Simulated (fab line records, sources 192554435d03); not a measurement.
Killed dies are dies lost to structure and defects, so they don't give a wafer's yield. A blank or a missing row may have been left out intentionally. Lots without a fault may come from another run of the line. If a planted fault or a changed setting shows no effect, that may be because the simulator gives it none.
Split-lot experiment ; flow n5_finfet ; route with 1938 steps; 7 lots, 21 wafers read

== ABOUT THE SPLIT ==
At N5_BEOL_M11_ETCH_62 (etches SOC in N2/H2, target depth 110 nm, overetch 22 nm, time 165 s), the setting bias_w was moved away from the recipe's 150 W on 5 of the 21 wafers read, by -17.4% to +10.9%. This setting was run at the recipe's value on the other wafers.

The reading comes from the split's own step.

== THE READING ==
rf_vpp_V, in V, at N5_BEOL_M11_ETCH_62 (etches SOC in N2/H2, target depth 110 nm, overetch 22 nm, time 165 s). A value of 523.3 V with a standard deviation of 2.4 V is what fault-free wafers of this fab line usually give.

wafer;tool, chamber at the split;bias_w as run, W;against the recipe;rf_vpp_V, V;against lot-mates on the recipe
L074.2;rie_diel-06, 2;150;recipe;520.3;-
L074.3;rie_diel-06, 3;123.9;-17.4%;464.8;-57.9
L074.4;rie_diel-06, 0;150;recipe;525.2;-
L075.4;rie_diel-02, 0;159.3;+6.2%;545.0;+20.8
L075.5;rie_diel-02, 1;159.3;+6.2%;546.6;+22.4
L075.6;rie_diel-02, 0;150;recipe;524.2;-
L078.1;rie_diel-06, 2;166.3;+10.9%;554.2;+31.2
L078.2;rie_diel-06, 0;150;recipe;524.3;-
L078.5;rie_diel-06, 1;150;recipe;521.7;-
L080.2;rie_diel-06, 0;150;recipe;526.0;-
L080.5;rie_diel-06, 2;140;-6.7%;497.3;-27.3
L080.6;rie_diel-06, 1;150;recipe;523.3;-
L086.2;rie_diel-05, 1;150;recipe;519.6;-
L086.3;rie_diel-05, 3;150;recipe;522.9;-
L086.5;rie_diel-05, 2;150;recipe;521.4;-
L092.1;rie_diel-02, 3;150;recipe;520.9;-
L092.5;rie_diel-02, 3;150;recipe;520.2;-
L092.6;rie_diel-02, 2;150;recipe;521.7;-
L093.1;rie_diel-02, 1;150;recipe;525.7;-
L093.2;rie_diel-02, 3;150;recipe;519.4;-
L093.6;rie_diel-02, 1;150;recipe;526.1;-

THE FIT
A straight line over all 21 wafers: rf_vpp_V changes by +3.33 V for each +1% of bias_w; r = +0.99; the points scatter about the line by 2.6 V.
The same after taking each lot's own level away (the mean of its wafers on the recipe; 21 wafers): +3.31 V for each +1%; r = +0.99; scatter 2.4 V.
The reading moves by 58 V for the largest change in bias_w, on that fit.
From 520.93 to 524.65 V: that is the span of the lots' own levels, equal to 1.5 times the standard deviation above.
The two slopes agree, so the slope changes little with the lot-to-lot level.
Check: -58.3 V against its lot-mates is what the line predicts for one of the wafers moved furthest among these (-17.4%) when that wafer is left out of the fit. It came out at -57.9 V against them.
Tool readings at the split's step, against how far the setting was moved: rf_vpp_V r = +0.99.

== THESE WAFERS: OTHER SPLITS ==
Note: prior to the reading, these wafers also went through further splits. Each is held against what the fit with the lots' levels taken away leaves over:
other split on the same wafers;wafers away from the commonest value;r with rf_vpp_V (lot level and that fit taken away)
N5_BEOL_M10_COAT_05 spin_rpm;8;-0.03
N5_BEOL_M10_EXPOSE_08 dose_mj;6;+0.12
N5_BEOL_M11_COAT_05 spin_rpm;5;+0.06

== THE FILE'S OWN FIT ==
rf_vpp_V changes by +3.3 V for each +1% of bias_w, r = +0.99.
